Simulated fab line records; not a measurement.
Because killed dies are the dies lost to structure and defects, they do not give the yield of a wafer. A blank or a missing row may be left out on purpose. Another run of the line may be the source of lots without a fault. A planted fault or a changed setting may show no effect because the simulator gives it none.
Chamber matching    flow n5_finfet    4 sister chambers for N5_BEOL_M0_SAQP_ETCH_107 on rie_diel-05
The step etches SiNx in CH3F/O2, target depth 30 nm. 16 wafers are shown with their chamber, then 8 later ones without.

== EACH WAFER AND ITS CHAMBER ==
wafer   chamber  drypump_motor_current_A (A)  showerhead_plenum_p_Torr (Torr)  rf_vpp_V (V)
L079.1  3        6.8                          1.93                             292.0
L079.4  0        4.7                          1.96                             294.1
L079.6  2        6.2                          1.91                             295.1
L081.1  2        6.2                          1.91                             294.3
L081.4  3        6.8                          1.93                             291.6
L081.6  3        6.8                          1.93                             291.0
L083.1  3        6.7                          1.93                             291.1
L083.2  2        6.2                          1.91                             295.3
L083.4  1        6.0                          1.96                             300.3
L085.2  2        6.1                          1.91                             294.3
L085.4  3        6.8                          1.93                             291.1
L085.6  0        4.7                          1.96                             295.1
L088.2  3        6.8                          1.92                             291.1
L088.3  2        6.2                          1.91                             293.5
L088.5  2        6.2                          1.91                             292.6
L092.1  1        6.0                          1.96                             302.0

SIGNATURES (averages over the wafers above)
reading                   chamber 0  chamber 1  chamber 2  chamber 3  scatter within a chamber
drypump_motor_current_A   4.700      6.000      6.183      6.783      0.0373
showerhead_plenum_p_Torr  1.9600     1.9600     1.9100     1.9283     0.00264
rf_vpp_V                  294.600    301.150    294.183    291.317    0.807
Rule: distance of a wafer from a chamber = root of the sum over the readings of ((wafer's reading minus chamber's mean) / reading's scatter) squared. If the next closest chamber is less than 2 further off than the closest, the wafer can't be placed; otherwise it belongs to the closest. The scatter is the square root of a quotient: the sum, over the shown wafers, of each reading's squared deviation from its chamber's mean, divided by wafers minus chambers.

== WAFERS WITH NO CHAMBER GIVEN ==
wafer   drypump_motor_current_A (A)  showerhead_plenum_p_Torr (Torr)  rf_vpp_V (V)
L092.4  6.8                          1.92                             290.5
L092.6  6.8                          1.92                             292.7
L093.1  6.0                          1.96                             298.4
L093.4  6.3                          1.90                             293.6
L093.5  6.8                          1.92                             292.1
L096.2  6.0                          1.96                             301.2
L096.3  4.7                          1.95                             295.0
L096.6  6.8                          1.92                             292.0

== THE CHAMBER EACH PASSED THROUGH ==
wafer   from the rows above  in truth
L092.4  3                    3
L092.6  3                    3
L093.1  1                    1
L093.4  2                    2
L093.5  3                    3
L096.2  1                    1
L096.3  0                    0
L096.6  3                    3
Correctly placed: 8 of 8. Left unplaced by these rows: 0. Wrongly placed: 0.
